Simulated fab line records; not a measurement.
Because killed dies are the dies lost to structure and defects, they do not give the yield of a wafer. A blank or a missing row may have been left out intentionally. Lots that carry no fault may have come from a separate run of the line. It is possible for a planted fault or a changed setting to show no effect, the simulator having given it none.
Struck lot and sound lot, side by side    flow n5 finfet    23 out of 1938 route steps
Sound: the wafers L433.1, L433.4, L433.6. Struck: wafers L424.1, L424.6. (L424.5 of the same lot was not struck and is left out.) The cause comes at the end.
For every step that has rows: the tool of each side, followed by ch and its chambers, followed by its first start. Under that, the readings that differ: sound wafers    struck wafers    difference of the means    sigmas: that difference in standard deviations of wafers without a fault.
alike: same words and numbers on both sides, and readings whose means sit less than 2 such deviations apart. not compared: any withheld reading, any reading some wafer has no value for, any bound like >300 that may hide the same value, and any number with overlapping values for which the record gives no deviation.
A row with sigmas, a row that says differs or no value, or rows on one side alone: a step with any of these is where the two part. Non-overlapping numbers with no deviation appear without sigmas and do not part them. A reading missing from all wafers of one side parts the sides only when that side holds two or more wafers.

first, 11 steps without rows for these wafers: N5_BEOL_M7_ETCH_62 (etches SOC in N2/H2, target depth 110 nm, overetch 22 nm, time 165 s); N5_BEOL_M7_STRIP_68 (strips in N2/H2); N5_BEOL_M7_STRIP_67 (strips in CF4); N5_BEOL_M7_HM_OPEN_17 (chemistry Cl2/BCl3, target TiN, target depth 20 nm, overetch 6 nm); N5_BEOL_M7_STRIP_19 (strips in O2); N5_BEOL_M7_COAT_63 (time 60 s, resist thk 60 nm); N5_BEOL_M7_COAT_64 (time 60 s, resist thk 12 nm); N5_BEOL_M7_COAT_71 (time 60 s, resist thk 5 nm); N5_BEOL_M7_COAT_22 (resist thk 30 nm); N5_BEOL_M7_EBR_24; N5_BEOL_M7_SOFTBAKE_23 (time 60 s).
N5_BEOL_M7_EXPOSE_25: exposes mask V6, target cd 40 nm.
  sound on euv scanner-02 ch 0, day 12 15:20; struck on euv scanner-01 ch 0, day 10 19:47
  alike: mask, exposure dose mJ cm2
then, 2 steps without rows for these wafers: N5_BEOL_M7_PEB_26 (peb time 60 s); N5_BEOL_M7_DEVELOP_27 (develop time 30 s).
N5_BEOL_M7_CD_MEAS_28: target cd 40 nm.
  sound on cd sem-02 ch 0, day 12 15:28; struck on cd sem-02 ch 0, day 10 19:55
reading     sound              struck       difference  sigmas
cd nm (nm)  39.71 40.34 39.92  39.23 38.53  -1.11       -5
N5_BEOL_M7_DESCUM_33: chemistry O2, time 7 s.
  sound on rie diel-06 ch 1,3, day 12 15:35; struck on rie diel-03 ch 0,1, day 10 20:37
reading                   sound     struck   difference  sigmas
model.BEOL_M7.cd nm (nm)  40 40 40  39 38.4  -1          
  alike: drypump motor current A, oes product au, rf vpp V, showerhead plenum p Torr, throttle valve pct
  not compared: rf hours counter h
then, 5 steps without rows for these wafers: N5_BEOL_M7_ETCH_72 (etches underlayer in N2/H2, target depth 6.5 nm, time 5.2 s); N5_BEOL_M7_ETCH_65 (etches SiARC in CF4, target depth 15.6 nm, time 26 s); N5_BEOL_M7_ETCH_66 (etches SOC in N2/H2, target depth 80 nm, overetch 16 nm, time 120 s); N5_BEOL_M7_STRIP_69 (strips in N2/H2); N5_BEOL_M7_STRIP_73 (strips in N2/H2).
N5_BEOL_M7_VIA_ETCH_34: etches SiCOH lowk in C4F6/O2, target depth 125.5 nm, time 50.5 s.
  sound on rie diel-06 ch 1,3, day 12 15:46; struck on rie diel-03 ch 0,1, day 10 20:47
reading                   sound     struck   difference  sigmas
model.BEOL_M7.cd nm (nm)  40 40 40  39 38.2  -1          
  alike: drypump motor current A, mfc ar sccm, oes product au, rf vpp V, showerhead plenum p Torr, throttle valve pct
  not compared: rf hours counter h
then, 1 step without rows for these wafers: N5_BEOL_M7_STRIP_76 (strips in C4F6/O2).

== WHERE THEY PART ==
Only at N5_BEOL_M7_CD_MEAS_28, as far as this record shows. Later steps at which nothing parts them and some readings are alike: N5_BEOL_M7_DESCUM_33, N5_BEOL_M7_VIA_ETCH_34.

WHY: whatever the simulator had introduced
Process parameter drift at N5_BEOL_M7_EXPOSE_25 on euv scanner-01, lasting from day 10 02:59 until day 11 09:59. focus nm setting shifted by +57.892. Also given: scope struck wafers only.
